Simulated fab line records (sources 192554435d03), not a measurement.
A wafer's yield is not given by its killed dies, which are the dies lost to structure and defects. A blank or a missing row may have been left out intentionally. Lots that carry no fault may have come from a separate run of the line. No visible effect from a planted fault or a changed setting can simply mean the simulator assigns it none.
fab line records	flow n5-finfet
[record] lots = 7	wafers = 21
route steps=1938 shown BEOL_M14@1743 BEOL_M15@1775
start-h: hours from the record's first day to the start of the lot's first wafer shown	wait-h: hours since the lot's step before	" repeats the value in the row above	L1.1+2: a row that stands for several wafers	- no value, or no start given	* or withheld: withheld	< > ~ a bound
route shown NAME@n: names a module that has steps shown in the file, with the first one's number in the route	usual: mean/standard deviation taken from wafers without a fault	same: alike in all rows	chamber/n: place in a boat	sites: each site's reading	_std_site: the values' standard deviation	_edge_site: outer sites' mean less inner sites'	radius-mm: for every site, how far away it sits from the centre of the wafer	mask NAME#n: copy n	behind: the most recent tool/chamber to have shaped the wafer	hold: what put the lot on hold/how long, in hours/how the hold closed	device: whichever transistor did not switch (one of n, p or np)	end of line: the tests these same wafers got at the end of their route	for a step that has no rows: nothing shown but its recipe	killed: dies lost to structure and defects at the first sort, not the wafer's yield	map: a wafer's dies, marking killed ones x, the rest . and places with no die _
set.NAME: the setting as run; set.NAME@STEP: as run at that earlier step	model.NAME: the simulator's own value behind a step, which no gauge read
lots whose settings were changed on purpose; a table a step, a row a wafer
[[steps]]
[step N5_BEOL_M14_PEB_26]
[recipe] peb-temp-c = 130	peb-time-s = 90
lot.wafer	tool	chamber	start-h	wait-h	set.peb-temp-c
L078.2+4	litho-track-01	0	253.04	0.0	130
L078.5	"	0	"	"	127.3
L077.1+4	litho-track-01	0	253.66	0.1	126.9
L077.2	"	0	"	"	130
L080.1+2+5	litho-track-02	0	257.52	0.1	130
L096.3	litho-track-01	0	397.15	0.0	133.1
L096.4+6	"	0	"	"	130
L090.2+3+5	litho-track-02	0	408.14	0.0	130
L097.1+5	litho-track-04	0	413.28	0.1	130
L097.2	"	0	"	"	128
L092.3+4+6	litho-track-04	0	419.52	0.0	130
[step N5_BEOL_M14_DEVELOP_27]
[recipe] develop-time-s = 45	rinse-liquid = diw	dry = air-spin	dev-temp-c = 21
[step N5_BEOL_M14_HARDBAKE_32]
[recipe] temp-c = 130	time-s = 120
[step N5_BEOL_M14_CD_MEAS_28]
[recipe] target-cd-nm = 284.4	landing-energy-ev = 500	detector = se-inlens
[usual] cd-nm = 284.0/1.7
lot.wafer	tool	chamber	start-h	wait-h	set.peb-temp-c@BEOL_M14_PEB_26	cd-nm
L078.2	cd-sem-02	0	253.15	-	130	285.1
L078.4	"	0	"	"	130	285.1
L078.5	"	0	"	"	127.3	271.7
L077.1	cd-sem-03	0	253.77	-	126.9	266.4
L077.2	"	0	"	"	130	282.6
L077.4	"	0	"	"	126.9	268.7
L080.1	cd-sem-03	0	257.64	-	130	284.0
L080.2	"	0	"	"	130	284.4
L080.5	"	0	"	"	130	281.0
L096.3	cd-sem-03	0	397.27	-	133.1	295.7
L096.4	"	0	"	"	130	284.7
L096.6	"	0	"	"	130	285.0
L090.2	cd-sem-02	0	408.25	-	130	283.5
L090.3	"	0	"	"	130	283.1
L090.5	"	0	"	"	130	283.9
L097.1	cd-sem-03	0	413.39	-	130	288.0
L097.2	"	0	"	"	128	275.7
L097.5	"	0	"	"	130	283.2
L092.3	cd-sem-03	0	419.64	-	130	284.1
L092.4	"	0	"	"	130	286.0
L092.6	"	0	"	"	130	281.9
[step N5_BEOL_M14_DESCUM_33]
[recipe] chemistry = O2	time-s = 7.9	source-power-w = 50	bias-power-w = 20	pressure-mtorr = 20	rf-frequency-hz = 2.712e+07	temp-c = 40	o2-flow-sccm = 225
lot.wafer	tool	chamber	start-h	wait-h	set.peb-temp-c@BEOL_M14_PEB_26	model.BEOL_M14.cd-nm
L078.2	rie-diel-01	1	253.98	0.8	130	285.4
L078.4	"	0	"	"	130	284.8
L078.5	"	2	"	"	127.3	271.8
L077.1	rie-diel-06	3	254.54	0.7	126.9	266.4
L077.2	"	2	"	"	130	282.6
L077.4	"	1	"	"	126.9	268.2
L080.1	rie-diel-06	2	257.73	0.0	130	284
L080.2	"	1	"	"	130	284.2
L080.5	"	0	"	"	130	281
L096.3	rie-diel-06	2	397.47	0.1	133.1	295.8
L096.4	"	1	"	"	130	284.8
L096.6	"	0	"	"	130	285
L090.2	rie-diel-01	3	408.72	0.4	130	283.2
L090.3	"	2	"	"	130	283.4
L090.5	"	0	"	"	130	283.8
L097.1	rie-diel-05	2	413.48	0.0	130	288.2
L097.2	"	3	"	"	128	276
L097.5	"	0	"	"	130	283.4
L092.3	rie-diel-01	0	419.72	0.0	130	284.2
L092.4	"	1	"	"	130	285.8
L092.6	"	2	"	"	130	282.2
[step N5_BEOL_M14_ETCH_67]
[recipe] chemistry = CF4	target = SiARC	target-depth-a = 1430	time-s = 238.3	ion-energy-ev = 80	pressure-mtorr = 40	source-w = 545	bias-w = 36	Ar_flow_sccm = 100	cf4-flow-sccm = 100	ends = cleared
lot.wafer	tool	chamber	start-h	wait-h	set.peb-temp-c@BEOL_M14_PEB_26	model.BEOL_M14.cd-nm
L078.2	rie-diel-01	1	254.01	0.0	130	281.8
L078.4	"	0	"	"	130	280.4
L078.5	"	2	"	"	127.3	267.2
L077.1	rie-diel-06	3	254.57	0.0	126.9	262.4
L077.2	"	2	"	"	130	278.6
L077.4	"	1	"	"	126.9	263.8
L080.1	rie-diel-06	2	257.77	0.0	130	278.8
L080.2	"	1	"	"	130	279.4
L080.5	"	0	"	"	130	276.2
L096.3	rie-diel-06	2	397.50	0.0	133.1	291.6
L096.4	"	1	"	"	130	280.4
L096.6	"	0	"	"	130	280
L090.2	rie-diel-01	3	408.75	0.0	130	278.8
L090.3	"	2	"	"	130	278.2
L090.5	"	0	"	"	130	279
L097.1	rie-diel-05	2	413.51	0.0	130	284.4
L097.2	"	3	"	"	128	272.2
L097.5	"	0	"	"	130	279.2
L092.3	rie-diel-01	0	419.76	0.0	130	279.2
L092.4	"	1	"	"	130	281.8
L092.6	"	2	"	"	130	277.2
[step N5_BEOL_M14_ETCH_68]
[recipe] chemistry = N2/H2	target = SOC	mask-material = SiARC	source-w = 3000	bias-w = 350	temp-c = 40	time-s = 450	ion-energy-ev = 200	pressure-mtorr = 30	n2-flow-sccm = 200	h2-flow-sccm = 200
lot.wafer	tool	chamber	start-h	wait-h	set.time-s	set.peb-temp-c@BEOL_M14_PEB_26	model.BEOL_M14.cd-nm	model.SiARC_of_BEOL_M14_COAT_66.thk-nm
L078.2	rie-diel-01	1	254.16	0.1	533.3	130	284.4	56
L078.4	"	0	"	"	533.3	130	282.4	55.8
L078.5	"	2	"	"	450	127.3	267.6	65.2
L077.1	rie-diel-06	3	254.72	0.1	374.3	126.9	263	71.4
L077.2	"	2	"	"	450	130	281.6	64.6
L077.4	"	1	"	"	374.3	126.9	263.8	73.2
L080.1	rie-diel-06	2	257.91	0.1	450	130	281.2	65.2
L080.2	"	1	"	"	450	130	279.8	65.8
L080.5	"	0	"	"	536	130	278.2	56.4
L096.3	rie-diel-06	2	397.65	0.1	450	133.1	292.2	64.2
L096.4	"	1	"	"	507.4	130	283.4	57.8
L096.6	"	0	"	"	450	130	278.4	64.4
L090.2	rie-diel-01	3	408.90	0.1	527	130	281.2	56
L090.3	"	2	"	"	450	130	278.8	63.8
L090.5	"	0	"	"	527	130	280.2	55.2
L097.1	rie-diel-05	2	413.66	0.1	403.4	130	284	68.8
L097.2	"	3	"	"	403.4	128	272.2	68.8
L097.5	"	0	"	"	450	130	278.6	64.4
L092.3	rie-diel-01	0	419.90	0.1	450	130	279.8	64.8
L092.4	"	1	"	"	450	130	281	64.6
L092.6	"	2	"	"	450	130	275.8	64.8
[step N5_BEOL_M14_STRIP_69]
[recipe] chemistry = N2/H2	temp-c = 40	n2-flow-sccm = 200	h2-flow-sccm = 200	rf-frequency-hz = 6e+07
[step N5_BEOL_M14_TRENCH_ETCH_34]
[recipe] chemistry = C4F8/O2/Ar	target = SiO2	target-depth-a = 5566.5	mask-material = SOC	he-inner-torr = 15	he-outer-torr = 30	time-s = 126.9	ion-energy-ev = 800	pressure-mtorr = 20	source-w = 1905	bias-w = 2040	Ar_flow_sccm = 400	C4F8_flow_sccm = 16	O2_flow_sccm = 12
lot.wafer	tool	chamber	start-h	wait-h	set.peb-temp-c@BEOL_M14_PEB_26	model.BEOL_M14.cd-nm
L078.2	rie-diel-01	1	254.43	0.0	130	284.4
L078.4	"	0	"	"	130	282.8
L078.5	"	2	"	"	127.3	267.4
L077.1	rie-diel-06	3	254.99	0.0	126.9	263.6
L077.2	"	2	"	"	130	281.2
L077.4	"	1	"	"	126.9	264
L080.1	rie-diel-06	2	258.19	0.0	130	281
L080.2	"	1	"	"	130	279.6
L080.5	"	0	"	"	130	278.2
L096.3	rie-diel-06	2	397.92	0.0	133.1	291.8
L096.4	"	1	"	"	130	283.4
L096.6	"	0	"	"	130	278.6
L090.2	rie-diel-01	3	409.17	0.0	130	281.4
L090.3	"	2	"	"	130	279
L090.5	"	0	"	"	130	281
L097.1	rie-diel-05	2	413.93	0.0	130	284
L097.2	"	3	"	"	128	271.6
L097.5	"	0	"	"	130	278
L092.3	rie-diel-01	0	420.18	0.0	130	280.2
L092.4	"	1	"	"	130	280.8
L092.6	"	2	"	"	130	275.8
[step N5_BEOL_M15_COAT_58]
[recipe] resist = BARC	temp-c = 205	time-s = 60	spin-rpm = 1500	resist-thk-nm = 89
lot.wafer	tool	chamber	start-h	wait-h	set.spin-rpm	model.BARC_of_BEOL_M15_COAT_58.thk-nm
L078.2+4	litho-track-05	0	256.99	0.0	1596	86.4
L078.5	"	0	"	"	1596	86.2
L077.1+4	litho-track-02	0	257.16	0.0	1500	89
L077.2	"	0	"	"	1500	88.6
L080.1	litho-track-03	0	261.39	0.0	1432	91
L080.2	"	0	"	"	1500	88.6
L080.5	"	0	"	"	1432	90.6
L096.3+4	litho-track-05	0	403.40	0.0	1500	89.4
L096.6	"	0	"	"	1588	86.6
L090.2+3	litho-track-02	0	435.62	0.0	1500	89.2
L090.5	"	0	"	"	1500	89.6
L097.1	litho-track-03	0	436.16	0.0	1597	86.4
L097.2+5	"	0	"	"	1500	89.2
L092.3+6	litho-track-02	0	438.99	0.0	1500	89
L092.4	"	0	"	"	1500	89.2
[step N5_BEOL_M15_COAT_04]
[recipe] spin-rpm = 1704	resist-thk-nm = 800
[step N5_BEOL_M15_EBR_06]
[recipe] solvent = PGMEA	ebr-width-mm = 1.5
[step N5_BEOL_M15_DESCUM_15]
[recipe] chemistry = O2	time-s = 7.9	source-power-w = 50	bias-power-w = 20	pressure-mtorr = 20	rf-frequency-hz = 2.712e+07	temp-c = 40	o2-flow-sccm = 225
[step N5_BEOL_M15_ETCH_59]
[recipe] chemistry = N2/H2	target = BARC	target-depth-a = 890	overetch-a = 267	time-s = 67.9	ion-energy-ev = 200	pressure-mtorr = 30	source-w = 840	bias-w = 150	n2-flow-sccm = 200	h2-flow-sccm = 200
lot.wafer	tool	chamber	start-h	wait-h	set.spin-rpm@BEOL_M15_COAT_58	model.etch.depth-nm
L078.2	rie-diel-03	1	257.39	0.0	1596	86.31
L078.4	"	0	"	"	1596	86.47
L078.5	"	3	"	"	1596	86.24
L077.1	rie-diel-04	0	257.55	0.0	1500	88.92
L077.2	"	2	"	"	1500	88.7
L077.4	"	1	"	"	1500	88.96
L080.1	rie-diel-04	1	261.91	0.0	1432	90.95
L080.2	"	0	"	"	1500	88.61
L080.5	"	0	"	"	1432	90.55
L096.3	rie-diel-03	0	404.25	0.0	1500	89.39
L096.4	"	2	"	"	1500	89.31
L096.6	"	2	"	"	1588	86.66
L090.2+3	rie-diel-02	3,1	436.01	0.0	1500	89.23
L090.5	"	3	"	"	1500	89.57
L097.1	rie-diel-03	1	436.55	0.0	1597	86.4
L097.2	"	2	"	"	1500	89.26
L097.5	"	0	"	"	1500	89.22
L092.3	rie-diel-02	2	440.17	0.0	1500	88.96
L092.4	"	1	"	"	1500	89.16
L092.6	"	2	"	"	1500	88.92
[step N5_BEOL_M15_SPUTTER_44]
[recipe] material = Ta	target-thk-a = 150	temp-c = 50	bias-v = 80	power-w = 15000	chamber-pressure-pa = 0.07	time-s = 24.19
lot.wafer	tool	chamber	start-h	wait-h	set.power-w	model.Ta_of_BEOL_M15_SPUTTER_44.thk-nm
L078.2	pvd-sputter-02	-	260.35	0.0	15000	14.8
L078.4	"	-	"	"	16870	16.8
L078.5	"	-	"	"	15000	14.6
L077.1	pvd-sputter-03	-	262.44	0.0	15000	15.2
L077.2+4	"	-	"	"	15000	15
L080.1+2	pvd-sputter-02	-	267.10	0.0	16040	16
L080.5	"	-	"	"	15000	15
L096.3+6	pvd-sputter-01	-	422.35	0.0	15000	15
L096.4	"	-	"	"	13070	13.2
L097.1+2	pvd-sputter-02	-	440.61	0.0	12570	12.4
L097.5	"	-	"	"	15000	14.8
L090.2+5	pvd-sputter-03	-	442.27	0.0	15000	15.2
L090.3	"	-	"	"	16570	16.8
L092.3+4+6	pvd-sputter-03	-	444.29	0.0	15000	15
[[key]]
[split] step = N5_BEOL_M14_PEB_26	setting = peb-temp-c	stated = 130	by = wafer
[response] step = N5_BEOL_M14_CD_MEAS_28	reading = cd-nm	change = +5.8	per = 1%	r = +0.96
[response] step = N5_BEOL_M14_DESCUM_33	reading = model.BEOL_M14.cd-nm	change = +5.83	per = 1%	r = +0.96
[response] step = N5_BEOL_M14_ETCH_67	reading = model.BEOL_M14.cd-nm	change = +5.97	per = 1%	r = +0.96
[response] step = N5_BEOL_M14_ETCH_68	reading = model.BEOL_M14.cd-nm	change = +6.49	per = 1%	r = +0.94
[response] step = N5_BEOL_M14_TRENCH_ETCH_34	reading = model.BEOL_M14.cd-nm	change = +6.39	per = 1%	r = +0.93
[split] step = N5_BEOL_M14_ETCH_68	setting = time-s	stated = 450	by = wafer
[response] step = N5_BEOL_M14_ETCH_68	reading = model.SiARC_of_BEOL_M14_COAT_66.thk-nm	change = -0.479	per = 1%	r = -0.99
[split] step = N5_BEOL_M15_COAT_58	setting = spin-rpm	stated = 1500	by = wafer
[response] step = N5_BEOL_M15_COAT_58	reading = model.BARC_of_BEOL_M15_COAT_58.thk-nm	change = -0.46	per = 1%	r = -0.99
[response] step = N5_BEOL_M15_ETCH_59	reading = model.etch.depth-nm	change = -0.453	per = 1%	r = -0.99
[split] step = N5_BEOL_M15_SPUTTER_44	setting = power-w	stated = 15000	by = wafer
[response] step = N5_BEOL_M15_SPUTTER_44	reading = model.Ta_of_BEOL_M15_SPUTTER_44.thk-nm	change = +0.151	per = 1%	r = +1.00
